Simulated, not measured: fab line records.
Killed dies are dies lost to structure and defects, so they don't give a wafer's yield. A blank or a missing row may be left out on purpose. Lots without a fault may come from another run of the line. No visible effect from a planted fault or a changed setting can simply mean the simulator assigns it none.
Chamber matching | flow nand-harc | rie-diel-09 running NHARC_P_GATE_DESCUM_48: 4 sister chambers
The step chemistry O2, time 3 s. 14 wafers are shown with their chamber, then 7 later ones without.

== WAFERS, EACH WITH ITS CHAMBER ==
wafer  | chamber | rf-vpp-V (V) | oes-product-au (a.u.) | throttle-valve-pct (%)
L725.1 | 3       | 59.0         | 1.002                 | 11.320
L725.2 | 0       | 56.9         | 1.010                 | 11.313
L725.5 | 2       | 58.9         | 0.998                 | 11.302
L728.1 | 0       | 58.2         | 1.007                 | 11.319
L728.3 | 2       | 58.9         | 1.000                 | 11.307
L728.5 | 0       | 57.7         | 1.006                 | 11.313
L729.1 | 3       | 57.5         | 0.997                 | 11.311
L729.2 | 0       | 57.0         | 1.003                 | 11.313
L729.5 | 3       | 59.5         | 0.999                 | 11.311
L730.3 | 1       | 57.6         | 0.996                 | 11.311
L730.5 | 0       | 57.0         | 1.004                 | 11.326
L730.6 | 1       | 57.8         | 0.993                 | 11.312
L733.1 | 3       | 59.2         | 1.015                 | 11.293
L733.5 | 0       | 56.8         | 1.004                 | 11.316

SIGNATURES (means of the wafers above)
reading            | chamber 0 | chamber 1 | chamber 2 | chamber 3 | scatter within a chamber
rf-vpp-V           | 57.267    | 57.700    | 58.900    | 58.800    | 0.629
oes-product-au     | 1.00567   | 0.99450   | 0.99900   | 1.00325   | 0.00486
throttle-valve-pct | 11.31667  | 11.31150  | 11.30450  | 11.30875  | 0.00729
Rule: for each reading, subtract the chamber's mean from the wafer's reading, divide by that reading's scatter and square the result; add these up over the readings and take the root, which gives the wafer's distance from the chamber. The wafer belongs to the nearest chamber; if the next one is less than 2 further off, it can't be placed. The scatter is the square root of a quotient: the sum, over the shown wafers, of each reading's squared deviation from its chamber's mean, divided by wafers minus chambers.

== WAFERS WITHOUT THEIR CHAMBER ==
wafer  | rf-vpp-V (V) | oes-product-au (a.u.) | throttle-valve-pct (%)
L733.6 | 58.5         | 0.998                 | 11.302
L736.2 | 58.9         | 1.001                 | 11.320
L736.3 | 57.3         | 1.002                 | 11.304
L736.6 | 58.2         | 1.000                 | 11.322
L741.1 | 59.3         | 1.016                 | 11.319
L741.4 | 58.4         | 0.999                 | 11.309
L741.5 | 58.9         | 0.996                 | 11.303

== WHICH CHAMBER EACH ONE RAN IN ==
wafer  | from the rows above               | in truth
L733.6 | can't be placed: 2 or 3 or 1      | 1
L736.2 | can't be placed: 3 or 2 or 1 or 0 | 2
L736.3 | can't be placed: 0 or 1 or 3 or 2 | 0
L736.6 | can't be placed: 1 or 0 or 3 or 2 | 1
L741.1 | can't be placed: 3 or 0 or 2      | 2
L741.4 | can't be placed: 2 or 3 or 1 or 0 | 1
L741.5 | can't be placed: 2 or 3 or 1      | 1
Correctly placed: 0 of 7. From these rows, 7 cannot be placed; in 7 the true chamber is one of the candidates. Number placed wrongly: 0.
